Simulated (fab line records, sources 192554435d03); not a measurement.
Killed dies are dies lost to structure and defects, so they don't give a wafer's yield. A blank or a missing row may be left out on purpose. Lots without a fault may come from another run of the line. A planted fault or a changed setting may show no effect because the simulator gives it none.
Split-lot experiment | flow n5_finfet | 7 lots, 21 wafers read, on a route of 1938 steps

THE SPLIT
At N5_SD_EPI_N_COAT_33 (time 60 s, resist thk 35 nm), the setting spin_rpm was moved away from the recipe's 1500 rpm on 5 of the 21 wafers read, by -10.3% to +9.7%. The other wafers ran this setting at the recipe's value.

FROM THE SPLIT TO THE READING: what the file shows between them, 3 steps
- N5_SD_EPI_N_COAT_03: resist thk 150 nm
- N5_SD_EPI_N_EBR_05
- N5_SD_EPI_N_DESCUM_14: chemistry O2, time 7.9 s

THE READING
CAR-ArF-block_of_SD_EPI_N_COAT_03.thk_nm (the simulator's own value, which no gauge read), in nm, at N5_SD_EPI_N_ETCH_34 (etches SiARC in CF4, target depth 45.5 nm, time 75.8 s). The file gives no usual value for it. The 16 wafers here that ran the recipe average 110.6 nm, standard deviation 0.49 nm.

wafer  | tool, chamber at the split | spin_rpm as run, rpm | against the recipe | CAR-ArF-block_of_SD_EPI_N_COAT_03.thk_nm, nm | against lot-mates on the recipe
L076.2 | litho_track-01, 0          | 1500                 | recipe             | 111.2                                        | -
L076.3 | litho_track-01, 0          | 1500                 | recipe             | 111.4                                        | -
L076.4 | litho_track-01, 0          | 1500                 | recipe             | 111.2                                        | -
L078.1 | litho_track-01, 0          | 1345                 | -10.3%             | 108.6                                        | -2.2
L078.4 | litho_track-01, 0          | 1500                 | recipe             | 110.8                                        | -
L078.6 | litho_track-01, 0          | 1345                 | -10.3%             | 109.2                                        | -1.6
L079.1 | litho_track-01, 0          | 1500                 | recipe             | 110.4                                        | -
L079.2 | litho_track-01, 0          | 1500                 | recipe             | 110.4                                        | -
L079.4 | litho_track-01, 0          | 1592                 | +6.1%              | 111.6                                        | +1.2
L084.1 | litho_track-03, 0          | 1500                 | recipe             | 110.6                                        | -
L084.3 | litho_track-03, 0          | 1500                 | recipe             | 109.6                                        | -
L084.6 | litho_track-03, 0          | 1500                 | recipe             | 110                                          | -
L087.1 | litho_track-03, 0          | 1500                 | recipe             | 111                                          | -
L087.4 | litho_track-03, 0          | 1500                 | recipe             | 110.6                                        | -
L087.5 | litho_track-03, 0          | 1646                 | +9.7%              | 113                                          | +2.2
L088.1 | litho_track-02, 0          | 1500                 | recipe             | 110.6                                        | -
L088.5 | litho_track-02, 0          | 1500                 | recipe             | 110                                          | -
L088.6 | litho_track-02, 0          | 1500                 | recipe             | 110.2                                        | -
L090.3 | litho_track-01, 0          | 1500                 | recipe             | 110.8                                        | -
L090.5 | litho_track-01, 0          | 1446                 | -3.6%              | 109.8                                        | -1.2
L090.6 | litho_track-01, 0          | 1500                 | recipe             | 111.2                                        | -

THE FIT
A straight line over all 21 wafers: CAR-ArF-block_of_SD_EPI_N_COAT_03.thk_nm changes by +0.189 nm for each +1% of spin_rpm; r = +0.86; the points scatter about the line by 0.49 nm.
The same after taking each lot's own level away (the mean of its wafers on the recipe; 21 wafers): +0.202 nm for each +1%; r = +0.95; scatter 0.27 nm.
On that fit, the largest move of spin_rpm shifts the reading by 2.1 nm.
The lots' own levels span 110.07 to 111.27 nm, that is 2.4 times the standard deviation above.
So the lot-to-lot level changes the slope little: the two slopes agree.
Check: with one of the wafers moved furthest among these (-10.3%) left out of the fit, the line predicts -2.02 nm for it against its lot-mates. It came out at -2.2 nm against them.

OTHER SPLITS ON THESE WAFERS
These wafers also went through other splits before the reading. Each is held against what the fit with the lots' levels taken away leaves over:
other split on the same wafers            | wafers away from the commonest value | r with CAR-ArF-block_of_SD_EPI_N_COAT_03.thk_nm (lot level and that fit taken away)
N5_WELL_APT_EXPOSE_22 dose_mj             | 4                                    | +0.04
N5_WELL_APT_PEB_23 peb_time_s             | 10                                   | -0.02
N5_PMOS_HMC_CHANNEL_EPI_PEB_07 peb_time_s | 5                                    | -0.19
N5_FIN_SAQP_SPACER1_ALD_24 ald_cycles     | 6                                    | +0.03

THE WHOLE CHAIN: every reading that the file lists as answering this split, in the file's order
step                | what it does                                           | reading                                                                                   | change (the file's fit)                                                                 | r (the file's)
N5_SD_EPI_N_COAT_33 | time 60 s, resist thk 35 nm                            | SiARC_of_SD_EPI_N_COAT_33.thk_nm (the simulator's own value, which no gauge read)         | -0.197 nm for each +1% of the setting                                                   | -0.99
N5_SD_EPI_N_ETCH_34 | etches SiARC in CF4, target depth 45.5 nm, time 75.8 s | etch.depth_nm (the simulator's own value, which no gauge read)                            | -0.188 nm for each +1% of the setting                                                   | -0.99
N5_SD_EPI_N_ETCH_34 | etches SiARC in CF4, target depth 45.5 nm, time 75.8 s | CAR-ArF-block_of_SD_EPI_N_COAT_03.thk_nm (the simulator's own value, which no gauge read) | +0.209 nm for each +1% of the setting                                                   | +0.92
N5_SD_EPI_N_ETCH_35 | etches SOC in N2/H2, overetch 108 nm, time 486 s       | SiARC_of_SD_EPI_N_COAT_33.thk_nm (the simulator's own value, which no gauge read)         | -0.183 nm for each +1% of the setting, in a fit together with source_w@SD_EPI_N_ETCH_35 | 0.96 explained

THE FILE'S OWN FIT
CAR-ArF-block_of_SD_EPI_N_COAT_03.thk_nm changes by +0.209 nm for each +1% of spin_rpm, r = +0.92.
